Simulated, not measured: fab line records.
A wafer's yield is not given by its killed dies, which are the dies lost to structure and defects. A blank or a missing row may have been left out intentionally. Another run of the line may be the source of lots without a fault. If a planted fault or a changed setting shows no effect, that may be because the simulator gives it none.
fab line records + flow nand-harc
record:
- lots: 15
- wafers: 45
- last-day: 25
route steps=1159 shown P_ZERO_WELL@46 P_STI@89 P_GATE@190
lots untouched by any fault: they come from a run of this same line in which no faults occurred
start-h: start of the lot's first displayed wafer, in hours after the record's first day + wait-h: hours since the lot's step before + " repeats the value in the row above + L1.1+2: one row covering several wafers at once + - value missing, or start not given + * or withheld: withheld + < > ~ a bound
route shown NAME@n: NAME is a module with steps in the file, n the number in the route of the first one + usual: average and standard deviation across the fault-free wafers + same: alike in all rows + chamber/n: place in a boat + sites: the reading at each site + _std_site: standard deviation of those values + _edge_site: outer sites' mean less inner sites' + radius-mm: how far each site lies from the wafer's centre + mask NAME#n: copy n + behind: the tool/chamber that last shaped the wafer + hold: reason for holding the lot/hours on hold/outcome of the hold + device: the transistor (n, p or np) that didn't switch + end of line: the same wafers' tests at the end of the route + a step without rows: its recipe alone + killed: count of dies lost to structure and defects at first sort (not the wafer's yield) + map: a wafer's dies, x killed, . not, _ none there
set.NAME: the setting the step ran with; set.NAME@STEP: the setting that earlier step ran with + model.NAME: the simulator's own value behind a step, which no gauge read
a sample of lots followed through the steps of the route, with each step as a table and each wafer as a row
services: when a tool's chamber went out of use (start-h, in hours from the record's first day, below 0 if earlier), for how many hours, and the reason
== steps ==
step: NHARC_P_ZERO_WELL_DESCUM_39
recipe:
- time-s: 3
- o2-flow-sccm: 200
- ar-flow-sccm: 0
- bias-power-w: 0
- chemistry: O2
usual:
- drypump-motor-current-A: 5.8/0.61
- mfc-ar-sccm: 0.007/0.0078
- oes-product-au: 1.002/0.0086
- rf-vpp-V: 57.7/0.92
- showerhead-plenum-p-Torr: 1.92/0.069
- throttle-valve-pct: 11.310/0.0096
same:
- time-s: 3
| lot.wafer | tool        | chamber | start-h | wait-h | drypump-motor-current-A | mfc-ar-sccm | oes-product-au | rf-hours-counter-h | rf-vpp-V | showerhead-plenum-p-Torr | throttle-valve-pct |
|-----------|-------------|---------|---------|--------|-------------------------|-------------|----------------|--------------------|----------|--------------------------|--------------------|
| L635.2    | rie-diel-06 | 0       | 16.29   | -      | 6.4                     | 0.014       | 0.983          | 6.0                | 58.1     | 1.98                     | 11.328             |
| L635.3    | "           | 2       | "       | "      | 5.7                     | 0           | 1.009          | 6.2                | 57.2     | 1.85                     | 11.316             |
| L635.4    | "           | 1       | "       | "      | 4.8                     | 0.009       | 0.996          | -                  | 58.9     | 1.95                     | 11.293             |
| L636.2    | rie-diel-10 | 2       | 22.30   | -      | 5.1                     | 0.011       | 0.995          | 1.4                | 57.5     | 1.90                     | 11.306             |
| L636.5    | "           | 2       | "       | "      | 5.1                     | 0.011       | 0.989          | -                  | 58.1     | 1.90                     | 11.311             |
| L636.6    | "           | 3       | "       | "      | 6.8                     | 0.013       | 0.995          | -                  | 55.8     | 1.85                     | 11.306             |
| L637.3    | rie-diel-06 | 2       | 28.40   | -      | 5.7                     | 0           | 1.000          | 6.7                | 57.7     | 1.85                     | 11.300             |
| L637.2    | "           | 3       | "       | "      | 6.8                     | 0.022       | 1.003          | 5.2                | 56.4     | 1.85                     | 11.305             |
| L637.5    | "           | 2       | "       | "      | 5.7                     | 0           | 0.995          | -                  | 58.3     | 1.85                     | 11.308             |
| L638.4    | rie-diel-06 | 1       | 34.29   | -      | 4.8                     | 0.009       | 1.002          | 7.1                | 58.1     | 1.95                     | 11.305             |
| L638.2    | "           | 2       | "       | "      | 5.7                     | 0           | 1.006          | 6.9                | 57.2     | 1.85                     | 11.324             |
| L638.6    | "           | 1       | "       | "      | 4.8                     | 0.009       | 1.003          | -                  | 57.7     | 1.95                     | 11.313             |
| L639.2    | rie-diel-10 | 2       | 40.17   | -      | 5.1                     | 0.011       | 1.003          | 3.3                | 59.1     | 1.90                     | 11.307             |
| L639.4    | "           | 0       | "       | "      | 5.6                     | 0.017       | 0.998          | 2.9                | 57.6     | 1.90                     | 11.297             |
| L639.3    | "           | 1       | "       | "      | 5.3                     | 0           | 0.987          | 2.5                | 59.6     | 1.95                     | 11.312             |
| L642.3    | rie-diel-06 | 1       | 58.27   | -      | 4.8                     | 0.009       | 1.011          | 8.6                | 59.8     | 1.95                     | 11.307             |
| L642.1    | "           | 3       | "       | "      | 6.7                     | 0.022       | 1.006          | 6.7                | 57.2     | 1.85                     | 11.312             |
| L642.5    | "           | 1       | "       | "      | 4.8                     | 0.009       | 1.003          | -                  | 57.4     | 1.95                     | 11.316             |
| L643.1    | rie-diel-05 | 3       | 64.24   | -      | 6.1                     | 0           | 1.003          | 4.3                | 58.7     | 2.04                     | 11.308             |
| L643.4    | "           | 2       | "       | "      | 5.2                     | 0           | 1.000          | 4.0                | 56.0     | 2.04                     | 11.313             |
| L643.5    | "           | 0       | "       | "      | 5.7                     | 0.004       | 1.012          | -                  | 58.1     | 1.88                     | 11.312             |
| L644.1    | rie-diel-10 | 3       | 70.79   | -      | 6.8                     | 0.013       | 0.987          | 6.7                | 57.5     | 1.85                     | 11.305             |
| L644.5    | "           | 0       | "       | "      | 5.6                     | 0.017       | 0.998          | -                  | 56.8     | 1.90                     | 11.314             |
| L644.6    | "           | 1       | "       | "      | 5.3                     | 0           | 0.986          | -                  | 57.3     | 1.95                     | 11.320             |
| L645.3    | rie-diel-06 | 0       | 76.43   | -      | 6.4                     | 0.014       | 0.998          | 0.0                | 59.0     | 1.98                     | 11.302             |
| L645.1    | "           | 1       | "       | "      | 4.8                     | 0.009       | 1.010          | 0.1                | 57.2     | 1.95                     | 11.320             |
| L645.2    | "           | 2       | "       | "      | 5.7                     | 0           | 1.008          | 0.1                | 57.2     | 1.85                     | 11.303             |
| L647.2    | rie-diel-06 | 2       | 88.18   | -      | 5.8                     | 0           | 0.997          | 0.5                | 57.2     | 1.85                     | 11.292             |
| L647.1    | "           | 3       | "       | "      | 6.8                     | 0.022       | 0.989          | 0.6                | 57.5     | 1.85                     | 11.331             |
| L647.6    | "           | 3       | "       | "      | 6.8                     | 0.022       | 0.986          | -                  | 58.0     | 1.85                     | 11.304             |
| L648.2    | rie-diel-10 | 2       | 94.57   | -      | 5.1                     | 0.011       | 0.993          | 8.0                | 57.7     | 1.90                     | 11.297             |
| L648.1    | "           | 3       | "       | "      | 6.8                     | 0.013       | 0.993          | 8.6                | 56.4     | 1.85                     | 11.322             |
| L648.4    | "           | 1       | "       | "      | 5.3                     | 0           | 0.992          | 7.2                | 59.0     | 1.95                     | 11.311             |
| L649.2    | rie-diel-05 | 0       | 100.43  | -      | 5.7                     | 0.004       | 1.006          | 6.5                | 58.5     | 1.88                     | 11.307             |
| L649.1    | "           | 2       | "       | "      | 5.2                     | 0           | 1.003          | 5.9                | 57.6     | 2.04                     | 11.315             |
| L649.3    | "           | 3       | "       | "      | 6.1                     | 0           | 1.002          | 6.0                | 59.2     | 2.04                     | 11.287             |
| L651.3    | rie-diel-06 | 0       | 112.19  | -      | 6.4                     | 0.014       | 0.984          | 2.5                | 57.6     | 1.98                     | 11.307             |
| L651.4    | "           | 1       | "       | "      | 4.8                     | 0.009       | 1.008          | 2.2                | 58.0     | 1.95                     | 11.292             |
| L651.6    | "           | 0       | "       | "      | 6.4                     | 0.014       | 0.994          | -                  | 56.9     | 1.98                     | 11.302             |
| L657.3    | rie-diel-10 | 0       | 148.45  | -      | 5.7                     | 0.017       | 1.000          | 12.3               | 58.3     | 1.89                     | 11.314             |
| L657.1    | "           | 1       | "       | "      | 5.3                     | 0           | 0.991          | 11.7               | 59.1     | 1.95                     | 11.303             |
| L657.2    | "           | 2       | "       | "      | 5.1                     | 0.011       | 0.989          | 12.0               | 56.8     | 1.90                     | 11.310             |
| L658.2    | rie-diel-05 | 2       | 154.42  | -      | 5.2                     | 0           | 1.011          | 8.9                | 57.5     | 2.04                     | 11.337             |
| L658.3    | "           | 3       | "       | "      | 6.1                     | 0           | 1.005          | 9.1                | 58.1     | 2.04                     | 11.308             |
| L658.6    | "           | 2       | "       | "      | 5.2                     | 0           | 1.015          | -                  | 58.5     | 2.04                     | 11.301             |
step: NHARC_P_STI_ETCH_31
recipe:
- target-depth-a: 1089
- time-s: 54.5
- cf4-flow-sccm: 100
- chf3-flow-sccm: 30
- ar-flow-sccm: 0
- rf-w: 500
- bias-w: 200
- chemistry: CF4/CHF3
usual:
- bias-w: 200.0/0.6
- cf4-flow-sccm: 100.02/0.26
- drypump-motor-current-A: 5.7/0.37
- mfc-ar-sccm: 0.009/0.012
- oes-product-au: 0.963/0.014
- rf-vpp-V: 370.5/2.3
- showerhead-plenum-p-Torr: 1.57/0.067
- throttle-valve-pct: 16.803/0.0083
- time-s: 54.5/0
| lot.wafer | tool        | chamber | start-h | wait-h | bias-w | cf4-flow-sccm | drypump-motor-current-A | mfc-ar-sccm | oes-product-au | rf-hours-counter-h | rf-vpp-V | showerhead-plenum-p-Torr | throttle-valve-pct | time-s |
|-----------|-------------|---------|---------|--------|--------|---------------|-------------------------|-------------|----------------|--------------------|----------|--------------------------|--------------------|--------|
| L636.2    | rie-diel-11 | 1       | 40.31   | -      | 199.7  | 100.12        | 5.5                     | 0           | 0.972          | 1.7                | 371.1    | 1.59                     | 16.793             | 54.5   |
| L636.5    | "           | 0       | "       | "      | 200.5  | 99.95         | 5.9                     | 0.027       | 0.968          | -                  | 367.9    | 1.48                     | 16.811             | 54.5   |
| L636.6    | "           | 1       | "       | "      | 200.1  | 100.20        | 5.5                     | 0           | 0.973          | -                  | 371.2    | 1.59                     | 16.812             | 54.5   |
| L635.3    | rie-diel-11 | 1       | 40.42   | -      | 199.6  | 100.17        | 5.5                     | 0           | 0.949          | 1.8                | 371.7    | 1.59                     | 16.796             | 54.5   |
| L635.2    | "           | 3       | "       | "      | 200.5  | 99.85         | 6.0                     | 0.018       | 0.957          | 1.6                | 371.6    | 1.65                     | 16.801             | 54.5   |
| L635.4    | "           | 0       | "       | "      | 199.5  | 100.20        | 5.8                     | 0.027       | 0.963          | 2.0                | 366.6    | 1.48                     | 16.810             | 54.5   |
| L637.3    | rie-diel-03 | 2       | 49.56   | -      | 200.6  | 100.08        | 5.8                     | 0           | 0.967          | 0.0                | 374.4    | 1.64                     | 16.808             | 54.5   |
| L637.2    | "           | 1       | "       | "      | 200.4  | 99.98         | 6.2                     | 0           | 0.966          | 0.0                | 368.0    | 1.47                     | 16.804             | 54.5   |
| L637.5    | "           | 2       | "       | "      | 200.5  | 100.26        | 5.8                     | 0           | 0.967          | -                  | 372.9    | 1.64                     | 16.801             | 54.5   |
| L638.4    | rie-diel-11 | 3       | 55.02   | -      | 201.5  | 100.05        | 5.9                     | 0.018       | 0.959          | 2.3                | 373.5    | 1.65                     | 16.796             | 54.5   |
| L638.2    | "           | 0       | "       | "      | 199.8  | 99.95         | 5.8                     | 0.027       | 0.983          | 2.7                | 368.2    | 1.48                     | 16.801             | 54.5   |
| L638.6    | "           | 1       | "       | "      | 201.0  | 99.11         | 5.4                     | 0           | 0.973          | -                  | 371.3    | 1.59                     | 16.813             | 54.5   |
| L639.2    | rie-diel-11 | 2       | 60.93   | -      | 200.5  | 100.03        | 5.6                     | 0           | 0.953          | 2.6                | 370.9    | 1.58                     | 16.790             | 54.5   |
| L639.3    | "           | 3       | "       | "      | 199.5  | 100.53        | 6.0                     | 0.018       | 0.969          | 3.0                | 373.2    | 1.65                     | 16.797             | 54.5   |
| L639.4    | "           | 1       | "       | "      | 199.5  | 99.72         | 5.5                     | 0           | 0.957          | 3.1                | 371.2    | 1.59                     | 16.808             | 54.5   |
| L643.1    | rie-diel-03 | 3       | 79.82   | -      | 199.2  | 100.04        | 5.4                     | 0.006       | 0.968          | 0.7                | 366.9    | 1.49                     | 16.793             | 54.5   |
| L643.4    | "           | 2       | "       | "      | 200.0  | 100.00        | 5.8                     | 0           | 0.975          | 0.7                | 372.7    | 1.64                     | 16.805             | 54.5   |
| L643.5    | "           | 0       | "       | "      | 199.5  | 99.84         | 5.3                     | 0           | 0.957          | -                  | 373.2    | 1.61                     | 16.795             | 54.5   |
| L642.1    | rie-diel-11 | 1       | 79.98   | -      | 201.3  | 99.65         | 5.5                     | 0           | 0.989          | 3.6                | 370.4    | 1.59                     | 16.797             | 54.5   |
| L642.3    | "           | 3       | "       | "      | 199.2  | 100.05        | 6.0                     | 0.018       | 0.945          | 3.5                | 372.2    | 1.65                     | 16.805             | 54.5   |
| L642.5    | "           | 1       | "       | "      | 200.9  | 99.91         | 5.5                     | 0           | 0.980          | -                  | 370.5    | 1.59                     | 16.798             | 54.5   |
| L644.1    | rie-diel-07 | 2       | 94.47   | -      | 199.2  | 100.24        | 5.4                     | 0           | 0.974          | 0.6                | 373.7    | 1.65                     | 16.821             | 54.5   |
| L644.6    | "           | 3       | "       | "      | 200.0  | 99.86         | 6.3                     | 0.014       | 0.972          | -                  | 373.7    | 1.64                     | 16.803             | 54.5   |
| L644.5    | "           | 0       | "       | "      | 200.1  | 99.62         | 6.0                     | 0.043       | 0.960          | -                  | 372.1    | 1.61                     | 16.792             | 54.5   |
| L645.3    | rie-diel-03 | 1       | 94.62   | -      | 200.1  | 100.24        | 6.2                     | 0           | 0.974          | 0.8                | 366.9    | 1.47                     | 16.793             | 54.5   |
| L645.2    | "           | 3       | "       | "      | 199.2  | 99.90         | 5.4                     | 0.006       | 0.945          | 0.9                | 367.7    | 1.49                     | 16.808             | 54.5   |
| L645.1    | "           | 0       | "       | "      | 199.4  | 100.36        | 5.3                     | 0           | 0.977          | 0.8                | 370.7    | 1.61                     | 16.801             | 54.5   |
| L647.2    | rie-diel-11 | 0       | 107.37  | -      | -      | -             | -                       | -           | -              | -                  | -        | -                        | -                  | -      |
| L647.1    | "           | 1       | "       | "      | -      | -             | -                       | -           | -              | -                  | -        | -                        | -                  | -      |
| L647.6    | "           | 3       | "       | "      | -      | -             | -                       | -           | -              | -                  | -        | -                        | -                  | -      |
| L648.4    | rie-diel-03 | 1       | 113.43  | -      | -      | -             | -                       | -           | -              | -                  | -        | -                        | -                  | -      |
| L648.2    | "           | 2       | "       | "      | -      | -             | -                       | -           | -              | -                  | -        | -                        | -                  | -      |
| L648.1    | "           | 0       | "       | "      | -      | -             | -                       | -           | -              | -                  | -        | -                        | -                  | -      |
| L649.1    | rie-diel-03 | 0       | 119.53  | -      | -      | -             | -                       | -           | -              | -                  | -        | -                        | -                  | -      |
| L649.3    | "           | 1       | "       | "      | -      | -             | -                       | -           | -              | -                  | -        | -                        | -                  | -      |
| L649.2    | "           | 2       | "       | "      | -      | -             | -                       | -           | -              | -                  | -        | -                        | -                  | -      |
| L651.3    | rie-diel-07 | 2       | 131.14  | -      | 198.9  | 100.30        | 5.4                     | 0           | 0.964          | 1.5                | 373.8    | 1.65                     | 16.798             | 54.5   |
| L651.4    | "           | 0       | "       | "      | 199.5  | 99.61         | 6.0                     | 0.043       | 0.986          | 2.3                | 372.4    | 1.61                     | 16.817             | 54.5   |
| L651.6    | "           | 2       | "       | "      | 199.7  | 99.88         | 5.4                     | 0           | 0.972          | -                  | 371.5    | 1.65                     | 16.812             | 54.5   |
| L657.1    | rie-diel-03 | 2       | 167.59  | -      | 201.5  | 100.08        | 5.8                     | 0           | 0.976          | 2.8                | 373.4    | 1.64                     | 16.794             | 54.5   |
| L657.3    | "           | 3       | "       | "      | 201.2  | 100.18        | 5.4                     | 0.006       | 0.956          | 2.8                | 366.8    | 1.49                     | 16.816             | 54.5   |
| L657.2    | "           | 0       | "       | "      | 199.7  | 100.11        | 5.3                     | 0           | 0.955          | 2.6                | 371.6    | 1.61                     | 16.806             | 54.5   |
| L658.3    | rie-diel-11 | 2       | 173.65  | -      | 200.0  | 99.99         | 5.7                     | 0           | 0.955          | 7.8                | 370.3    | 1.58                     | 16.814             | 54.5   |
| L658.2    | "           | 1       | "       | "      | 200.0  | 99.99         | 5.5                     | 0           | 0.958          | 8.8                | 372.1    | 1.59                     | 16.798             | 54.5   |
| L658.6    | "           | 3       | "       | "      | 200.5  | 100.01        | 6.0                     | 0.018       | 0.965          | -                  | 373.1    | 1.65                     | 16.805             | 54.5   |
step: NHARC_P_GATE_STRIP_76
recipe:
- power-w: 1500
- temp-c: 250
- chemistry: O2
usual:
- drypump-motor-current-A: 5.7/0.49
- heater-power-w: 351/47
| lot.wafer | tool            | chamber | start-h | wait-h | drypump-motor-current-A | heater-power-w | rf-hours-counter-h |
|-----------|-----------------|---------|---------|--------|-------------------------|----------------|--------------------|
| L636.2    | plasma-asher-02 | 0       | 112.97  | 0.2    | 6.1                     | 312            | 34                 |
| L636.5    | "               | 1       | "       | "      | 6.2                     | 336            | -                  |
| L636.6    | "               | 0       | "       | "      | 6.1                     | 311            | -                  |
| L635.2    | plasma-asher-01 | 0       | 113.33  | 0.2    | 5.6                     | 328            | 1                  |
| L635.4    | "               | 1       | "       | "      | 4.9                     | 432            | -                  |
| L635.3    | "               | 0       | "       | "      | 5.7                     | 326            | -                  |
| L637.2    | plasma-asher-02 | 1       | 119.39  | 0.2    | 6.2                     | 326            | 36                 |
| L637.3    | "               | 1       | "       | "      | 6.2                     | 342            | -                  |
| L637.5    | "               | 0       | "       | "      | 6.1                     | 299            | -                  |
| L638.2    | plasma-asher-01 | 0       | 120.01  | 0.2    | 5.6                     | 329            | 4                  |
| L638.4    | "               | 0       | "       | "      | 5.6                     | 333            | -                  |
| L638.6    | "               | 1       | "       | "      | 5.0                     | 411            | -                  |
| L639.2    | plasma-asher-02 | 1       | 126.73  | 0.2    | 6.2                     | 324            | 39                 |
| L639.3    | "               | 0       | "       | "      | 6.1                     | 305            | -                  |
| L639.4    | "               | 1       | "       | "      | 6.2                     | 332            | -                  |
| L642.1    | plasma-asher-02 | 1       | 145.67  | 0.2    | 6.2                     | 332            | 45                 |
| L642.3    | "               | 0       | "       | "      | 6.1                     | 294            | -                  |
| L642.5    | "               | 0       | "       | "      | 6.1                     | 309            | -                  |
| L643.1    | plasma-asher-01 | 0       | 146.56  | 0.2    | 5.6                     | 334            | 12                 |
| L643.4    | "               | 1       | "       | "      | 5.0                     | 433            | -                  |
| L643.5    | "               | 0       | "       | "      | 5.6                     | 328            | -                  |
| L644.1    | plasma-asher-01 | 1       | 160.17  | 0.2    | 5.0                     | 422            | 16                 |
| L644.5    | "               | 0       | "       | "      | 5.7                     | 335            | -                  |
| L644.6    | "               | 1       | "       | "      | 5.0                     | 442            | -                  |
| L645.2    | plasma-asher-02 | 1       | 160.32  | 0.2    | 6.2                     | 338            | 49                 |
| L645.1    | "               | 0       | "       | "      | 6.1                     | 300            | 49                 |
| L645.3    | "               | 0       | "       | "      | 6.1                     | 303            | -                  |
| L651.3    | plasma-asher-01 | 1       | 202.99  | 0.2    | 5.0                     | 430            | -                  |
| L651.4    | "               | 0       | "       | "      | 5.6                     | 329            | -                  |
| L651.6    | "               | 0       | "       | "      | 5.6                     | 333            | -                  |
| L657.2    | plasma-asher-02 | 1       | 231.38  | 0.2    | 6.2                     | 339            | 13                 |
| L657.1    | "               | 0       | "       | "      | 6.1                     | 318            | 13                 |
| L657.3    | "               | 0       | "       | "      | 6.1                     | 313            | -                  |
| L658.2    | plasma-asher-02 | 1       | 237.14  | 0.2    | 6.2                     | 334            | 15                 |
| L658.3    | "               | 1       | "       | "      | 6.2                     | 341            | -                  |
| L658.6    | "               | 1       | "       | "      | 6.2                     | 339            | -                  |
step: NHARC_P_GATE_CD_MEAS_91
recipe:
- target-cd-nm: 2000
- landing-energy-ev: 500
usual:
- cd-nm: 2000.1/1.1
| lot.wafer | tool      | chamber | start-h | wait-h | cd-nm  |
|-----------|-----------|---------|---------|--------|--------|
| L636.2    | cd-sem-03 | 0       | 113.93  | -      | 1999.8 |
| L636.5    | "         | 0       | "       | "      | 2000.9 |
| L636.6    | "         | 0       | "       | "      | 1998.9 |
| L635.2    | cd-sem-01 | 0       | 114.25  | -      | 2000.9 |
| L635.3    | "         | 0       | "       | "      | 2000.8 |
| L635.4    | "         | 0       | "       | "      | 2000.7 |
| L637.2    | cd-sem-02 | 0       | 120.32  | -      | 1999.7 |
| L637.3    | "         | 0       | "       | "      | 2000.0 |
| L637.5    | "         | 0       | "       | "      | 2000.5 |
| L638.2    | cd-sem-01 | 0       | 120.96  | -      | 2000.9 |
| L638.4    | "         | 0       | "       | "      | 2001.0 |
| L638.6    | "         | 0       | "       | "      | 2000.1 |
| L639.2    | cd-sem-01 | 0       | 127.56  | -      | 2001.1 |
| L639.3    | "         | 0       | "       | "      | 2001.2 |
| L639.4    | "         | 0       | "       | "      | 2001.6 |
| L642.1    | cd-sem-03 | 0       | 146.59  | -      | 1999.7 |
| L642.3    | "         | 0       | "       | "      | 1999.1 |
| L642.5    | "         | 0       | "       | "      | 1998.8 |
| L643.1    | cd-sem-02 | 0       | 147.36  | -      | 1999.5 |
| L643.4    | "         | 0       | "       | "      | 2000.0 |
| L643.5    | "         | 0       | "       | "      | 2000.0 |
| L644.1    | cd-sem-03 | 0       | 160.95  | -      | 2000.0 |
| L644.5    | "         | 0       | "       | "      | 2000.9 |
| L644.6    | "         | 0       | "       | "      | 1999.4 |
| L645.1    | cd-sem-01 | 0       | 161.24  | -      | 1998.3 |
| L645.2    | "         | 0       | "       | "      | 1998.6 |
| L645.3    | "         | 0       | "       | "      | 1999.1 |
| L651.3    | cd-sem-01 | 0       | 203.76  | -      | 1999.5 |
| L651.4    | "         | 0       | "       | "      | 2000.7 |
| L651.6    | "         | 0       | "       | "      | 1999.4 |
| L657.1    | cd-sem-03 | 0       | 232.17  | -      | 2000.4 |
| L657.2    | "         | 0       | "       | "      | 2000.5 |
| L657.3    | "         | 0       | "       | "      | 2001.2 |
| L658.2    | cd-sem-01 | 0       | 238.06  | -      | 2000.4 |
| L658.3    | "         | 0       | "       | "      | 2000.7 |
| L658.6    | "         | 0       | "       | "      | 2001.9 |
== services ==
| tool            | chamber | start-h | hours | kind   |
|-----------------|---------|---------|-------|--------|
| plasma-asher-02 | -       | -2.29   | 1.3   | repair |
| rie-diel-10     | -       | -0.50   | 9.0   | pm     |
| rie-diel-03     | 2       | 2.40    | 2.2   | repair |
| plasma-asher-02 | -       | 6.00    | 9.0   | pm     |
| rie-diel-06     | 3       | 6.99    | 20.7  | repair |
| rie-diel-03     | 2       | 9.17    | 17.0  | repair |
| rie-diel-11     | -       | 12.50   | 9.0   | pm     |
| rie-diel-03     | -       | 15.71   | 0.4   | repair |
| rie-diel-03     | -       | 38.30   | 9.0   | pm     |
| rie-diel-06     | -       | 64.20   | 9.0   | pm     |
| plasma-asher-02 | -       | 83.04   | 0.8   | repair |
| rie-diel-03     | 2       | 97.76   | 1.9   | repair |
| plasma-asher-01 | -       | 99.00   | 9.0   | pm     |
| plasma-asher-01 | -       | 110.03  | 0.9   | repair |
| plasma-asher-02 | -       | 116.86  | 1.7   | repair |
| rie-diel-03     | 3       | 174.25  | 3.4   | repair |
| plasma-asher-02 | -       | 183.76  | 9.0   | pm     |
| rie-diel-11     | -       | 189.50  | 9.0   | pm     |
| rie-diel-06     | 3       | 191.70  | 6.0   | repair |
| rie-diel-06     | 2       | 202.23  | 8.9   | repair |
| rie-diel-11     | 1       | 213.78  | 7.6   | repair |
| rie-diel-03     | -       | 215.30  | 9.0   | pm     |
| plasma-asher-02 | -       | 217.51  | 1.1   | repair |
| rie-diel-11     | 3       | 225.72  | 1.7   | repair |
== key ==
first-sign:
- step: NHARC_P_STI_ETCH_31
- reading: tool-record
- direction: missing
effect none on later readings
met-at NHARC_P_STI_ETCH_31
struck-lots L647,L648,L649
later-rows-left-out L647.1,L647.2,L647.6,L648.1,L648.2,L648.4,L649.1,L649.2,L649.3
sort-left-out L647.1,L647.2,L647.6,L648.1,L648.2,L648.4,L649.1,L649.2,L649.3
tester-left-out L647,L648,L649
not-acting-at NHARC_P_ZERO_WELL_DESCUM_39,NHARC_P_GATE_STRIP_76,NHARC_P_GATE_CD_MEAS_91
onset-between 94.62 107.37
fault:
- kind: skipped-step-whole
- tool: rie-diel-03,rie-diel-11
- chamber: -
- onset-h: 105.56
- steps: NHARC_P_STI_ETCH_31
- scope: struck-lots-only
tester-left-out: of these lots the tester's yield and bins aren't shown, on N5 and GAA mostly nor the transistor test; their killed dies are dies lost to structure and defects alone, not to doping, threshold or leakage, so they don't give the yield
sort-left-out: the simulated sort isn't trusted on such a fault, so these wafers' sort isn't shown, and their yield isn't known
later-rows-left-out: the simulator's readings of these wafers behind a module that went badly wrong aren't trusted and aren't shown, but for the sort
